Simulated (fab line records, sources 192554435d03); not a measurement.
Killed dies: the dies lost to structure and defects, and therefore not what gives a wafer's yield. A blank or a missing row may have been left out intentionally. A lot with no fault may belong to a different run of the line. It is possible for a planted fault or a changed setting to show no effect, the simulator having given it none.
Split-lot experiment || flow n5_finfet || 21 wafers read from 7 lots, route of 1938 steps

ON THE SPLIT
At N5_BEOL_M3_COAT_76 (time 60 s, resist thk 5 nm), the setting spin_rpm was moved away from the recipe's 1500 rpm on 9 of the 21 wafers read, by -8.4% to +10.4%. This setting was run at the recipe's value on the other wafers.

FROM THE SPLIT TO THE READING: what the file shows between them, 7 steps
- N5_BEOL_M3_COAT_22: resist thk 30 nm (also split here: spin_rpm)
- N5_BEOL_M3_EBR_24
- N5_BEOL_M3_SOFTBAKE_23: time 60 s
- N5_BEOL_M3_EXPOSE_25: exposes mask V2, defocus 5 nm
- N5_BEOL_M3_PEB_26: peb time 60 s
- N5_BEOL_M3_DEVELOP_27: develop time 30 s
- N5_BEOL_M3_DESCUM_33: chemistry O2, time 7 s

THE READING
etch.depth_nm (the simulator's own value, which no gauge read), in nm, at N5_BEOL_M3_ETCH_77 (etches underlayer in N2/H2, target depth 6.5 nm, time 5.2 s). There is no usual value for it anywhere in the file. Across the 12 wafers here that went through the recipe, the average is 5.002 nm and the standard deviation 0.015 nm.

{"wafer": "L074.1", "tool, chamber at the split": "litho_track-05, 0", "spin_rpm as run, rpm": 1500, "against the recipe": "recipe", "etch.depth_nm, nm": 5.011, "against lot-mates on the recipe": "-"}
{"wafer": "L074.3", "tool, chamber at the split": "litho_track-05, 0", "spin_rpm as run, rpm": 1500, "against the recipe": "recipe", "etch.depth_nm, nm": 5.012, "against lot-mates on the recipe": "-"}
{"wafer": "L074.5", "tool, chamber at the split": "litho_track-05, 0", "spin_rpm as run, rpm": 1583, "against the recipe": "+5.5%", "etch.depth_nm, nm": 4.868, "against lot-mates on the recipe": -0.143}
{"wafer": "L078.2", "tool, chamber at the split": "litho_track-05, 0", "spin_rpm as run, rpm": 1500, "against the recipe": "recipe", "etch.depth_nm, nm": 5.017, "against lot-mates on the recipe": "-"}
{"wafer": "L078.3", "tool, chamber at the split": "litho_track-05, 0", "spin_rpm as run, rpm": 1500, "against the recipe": "recipe", "etch.depth_nm, nm": 5.029, "against lot-mates on the recipe": "-"}
{"wafer": "L078.6", "tool, chamber at the split": "litho_track-05, 0", "spin_rpm as run, rpm": 1500, "against the recipe": "recipe", "etch.depth_nm, nm": 5.012, "against lot-mates on the recipe": "-"}
{"wafer": "L086.2", "tool, chamber at the split": "litho_track-05, 0", "spin_rpm as run, rpm": 1500, "against the recipe": "recipe", "etch.depth_nm, nm": 4.996, "against lot-mates on the recipe": "-"}
{"wafer": "L086.4", "tool, chamber at the split": "litho_track-05, 0", "spin_rpm as run, rpm": 1500, "against the recipe": "recipe", "etch.depth_nm, nm": 4.999, "against lot-mates on the recipe": "-"}
{"wafer": "L086.6", "tool, chamber at the split": "litho_track-05, 0", "spin_rpm as run, rpm": 1500, "against the recipe": "recipe", "etch.depth_nm, nm": 5.006, "against lot-mates on the recipe": "-"}
{"wafer": "L090.2", "tool, chamber at the split": "litho_track-05, 0", "spin_rpm as run, rpm": 1500, "against the recipe": "recipe", "etch.depth_nm, nm": 4.994, "against lot-mates on the recipe": "-"}
{"wafer": "L090.4", "tool, chamber at the split": "litho_track-05, 0", "spin_rpm as run, rpm": 1392, "against the recipe": "-7.2%", "etch.depth_nm, nm": 5.197, "against lot-mates on the recipe": "+0.203"}
{"wafer": "L090.6", "tool, chamber at the split": "litho_track-05, 0", "spin_rpm as run, rpm": 1392, "against the recipe": "-7.2%", "etch.depth_nm, nm": 5.196, "against lot-mates on the recipe": "+0.202"}
{"wafer": "L088.3", "tool, chamber at the split": "litho_track-03, 0", "spin_rpm as run, rpm": 1500, "against the recipe": "recipe", "etch.depth_nm, nm": 4.977, "against lot-mates on the recipe": "-"}
{"wafer": "L088.5", "tool, chamber at the split": "litho_track-03, 0", "spin_rpm as run, rpm": 1374, "against the recipe": "-8.4%", "etch.depth_nm, nm": 5.203, "against lot-mates on the recipe": "+0.226"}
{"wafer": "L088.6", "tool, chamber at the split": "litho_track-03, 0", "spin_rpm as run, rpm": 1374, "against the recipe": "-8.4%", "etch.depth_nm, nm": 5.207, "against lot-mates on the recipe": "+0.230"}
{"wafer": "L091.2", "tool, chamber at the split": "litho_track-02, 0", "spin_rpm as run, rpm": 1583, "against the recipe": "+5.5%", "etch.depth_nm, nm": 4.851, "against lot-mates on the recipe": -0.130}
{"wafer": "L091.4", "tool, chamber at the split": "litho_track-02, 0", "spin_rpm as run, rpm": 1500, "against the recipe": "recipe", "etch.depth_nm, nm": 4.981, "against lot-mates on the recipe": "-"}
{"wafer": "L091.6", "tool, chamber at the split": "litho_track-02, 0", "spin_rpm as run, rpm": 1583, "against the recipe": "+5.5%", "etch.depth_nm, nm": 4.846, "against lot-mates on the recipe": -0.135}
{"wafer": "L095.1", "tool, chamber at the split": "litho_track-03, 0", "spin_rpm as run, rpm": 1656, "against the recipe": "+10.4%", "etch.depth_nm, nm": 4.765, "against lot-mates on the recipe": -0.225}
{"wafer": "L095.3", "tool, chamber at the split": "litho_track-03, 0", "spin_rpm as run, rpm": 1656, "against the recipe": "+10.4%", "etch.depth_nm, nm": 4.741, "against lot-mates on the recipe": -0.249}
{"wafer": "L095.5", "tool, chamber at the split": "litho_track-03, 0", "spin_rpm as run, rpm": 1500, "against the recipe": "recipe", "etch.depth_nm, nm": 4.99, "against lot-mates on the recipe": "-"}

FIT RESULTS
A straight line over all 21 wafers: etch.depth_nm changes by -0.025 nm for each +1% of spin_rpm; r = -0.99; the points scatter about the line by 0.015 nm.
The same after taking each lot's own level away (the mean of its wafers on the recipe; 21 wafers): -0.0253 nm for each +1%; r = -1.00; scatter 0.011 nm.
On that fit, the largest move of spin_rpm shifts the reading by 0.26 nm.
The lots' own levels span 4.9770 to 5.0193 nm, that is 2.9 times the standard deviation above.
The two slopes agree, so the slope changes little with the lot-to-lot level.
Check: for one of the wafers moved furthest among these (+10.4%), held out of the fit, the line's prediction against its lot-mates is -0.266 nm. Against them it came out at -0.225 nm.

THESE WAFERS: OTHER SPLITS
These wafers also went through other splits before the reading. Each is held against what the fit with the lots' levels taken away leaves over:
{"other split on the same wafers": "N5_SD_EPI_P_EPI_21 epi_growth_time_s", "wafers away from the commonest value": 6, "r with etch.depth_nm (lot level and that fit taken away)": "+0.18"}
{"other split on the same wafers": "N5_GATE_CUT_ETCH_56 icp_w", "wafers away from the commonest value": 8, "r with etch.depth_nm (lot level and that fit taken away)": "+0.37"}
{"other split on the same wafers": "N5_GATE_CUT_ALD_22 ald_cycles", "wafers away from the commonest value": 5, "r with etch.depth_nm (lot level and that fit taken away)": -0.14}
{"other split on the same wafers": "N5_MOL_CONTACT_COAG_CVD_140 target_thk_a", "wafers away from the commonest value": 8, "r with etch.depth_nm (lot level and that fit taken away)": "+0.23"}
{"other split on the same wafers": "N5_BEOL_M1_COAT_05 spin_rpm", "wafers away from the commonest value": 9, "r with etch.depth_nm (lot level and that fit taken away)": -0.22}
{"other split on the same wafers": "N5_BEOL_M2_COAT_62 spin_rpm", "wafers away from the commonest value": 7, "r with etch.depth_nm (lot level and that fit taken away)": -0.13}
{"other split on the same wafers": "N5_BEOL_M2_COAT_73 temp_c", "wafers away from the commonest value": 9, "r with etch.depth_nm (lot level and that fit taken away)": -0.24}
{"other split on the same wafers": "N5_BEOL_M2_DEP_57 time_s", "wafers away from the commonest value": 10, "r with etch.depth_nm (lot level and that fit taken away)": "+0.14"}
{"other split on the same wafers": "N5_BEOL_M3_COAT_22 spin_rpm", "wafers away from the commonest value": 6, "r with etch.depth_nm (lot level and that fit taken away)": -0.23}

THE FILE'S OWN FIT
etch.depth_nm changes by -0.0252 nm for each +1% of spin_rpm, r = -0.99.
